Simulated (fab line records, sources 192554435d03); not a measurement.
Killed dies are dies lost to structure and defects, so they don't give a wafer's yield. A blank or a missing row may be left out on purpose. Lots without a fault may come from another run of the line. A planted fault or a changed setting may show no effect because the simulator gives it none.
Chamber matching | flow n5_finfet | N5_BEOL_M5_ETCH_67 on rie_diel-04: 4 sister chambers
The step etches SiARC in CF4, target depth 15.6 nm, time 26 s. 14 wafers are shown with their chamber, then 7 later ones without.

WAFERS WITH THEIR CHAMBER
wafer  | chamber | showerhead_plenum_p_Torr (Torr) | drypump_motor_current_A (A) | throttle_valve_pct (%)
L901.2 | 0       | 2.10                            | 5.1                         | 15.61
L901.3 | 2       | 2.28                            | 5.8                         | 15.57
L901.4 | 3       | 2.09                            | 5.6                         | 15.26
L902.4 | 0       | 2.10                            | 5.1                         | 15.59
L902.5 | 3       | 2.09                            | 5.6                         | 15.26
L902.6 | 2       | 2.28                            | 5.9                         | 15.56
L914.1 | 3       | 2.08                            | 5.6                         | 15.32
L914.3 | 1       | 2.13                            | 5.1                         | 15.42
L914.6 | 0       | 2.09                            | 5.1                         | 15.64
L912.2 | 3       | 2.08                            | 5.6                         | 15.30
L912.3 | 1       | 2.13                            | 5.2                         | 15.42
L912.6 | 1       | 2.13                            | 5.1                         | 15.43
L916.2 | 1       | 2.13                            | 5.2                         | 15.43
L916.3 | 0       | 2.09                            | 5.1                         | 15.64

SIGNATURES (means of the wafers above)
reading                  | chamber 0 | chamber 1 | chamber 2 | chamber 3 | scatter within a chamber
showerhead_plenum_p_Torr | 2.0950    | 2.1300    | 2.2800    | 2.0850    | 0.00447
drypump_motor_current_A  | 5.100     | 5.150     | 5.850     | 5.600     | 0.0387
throttle_valve_pct       | 15.6200   | 15.4250   | 15.5650   | 15.2850   | 0.0216
Rule: a wafer's distance from a chamber is the root of the sum, over the readings, of the square of ((its reading less the chamber's mean) divided by the reading's scatter). The wafer belongs to the nearest chamber; if the next one is less than 2 further off, it can't be placed. The scatter: the root of (the sum of the squares of (reading less its chamber's mean) over the shown wafers, divided by (wafers less chambers)).

WAFERS WITHOUT THEIR CHAMBER
wafer  | showerhead_plenum_p_Torr (Torr) | drypump_motor_current_A (A) | throttle_valve_pct (%)
L916.6 | 2.08                            | 5.6                         | 15.30
L917.4 | 2.09                            | 5.1                         | 15.66
L917.5 | 2.09                            | 5.1                         | 15.66
L917.6 | 2.08                            | 5.6                         | 15.33
L918.1 | 2.27                            | 5.8                         | 15.62
L918.3 | 2.09                            | 5.1                         | 15.65
L918.4 | 2.13                            | 5.2                         | 15.43

WHICH CHAMBER EACH WENT THROUGH
wafer  | from the rows above | in truth
L916.6 | 3                   | 3
L917.4 | 0                   | 0
L917.5 | 0                   | 0
L917.6 | 3                   | 3
L918.1 | 2                   | 2
L918.3 | 0                   | 0
L918.4 | 1                   | 1
Placed correctly: 7 of 7. Can't be placed from these rows: 0. Placed wrongly: 0.
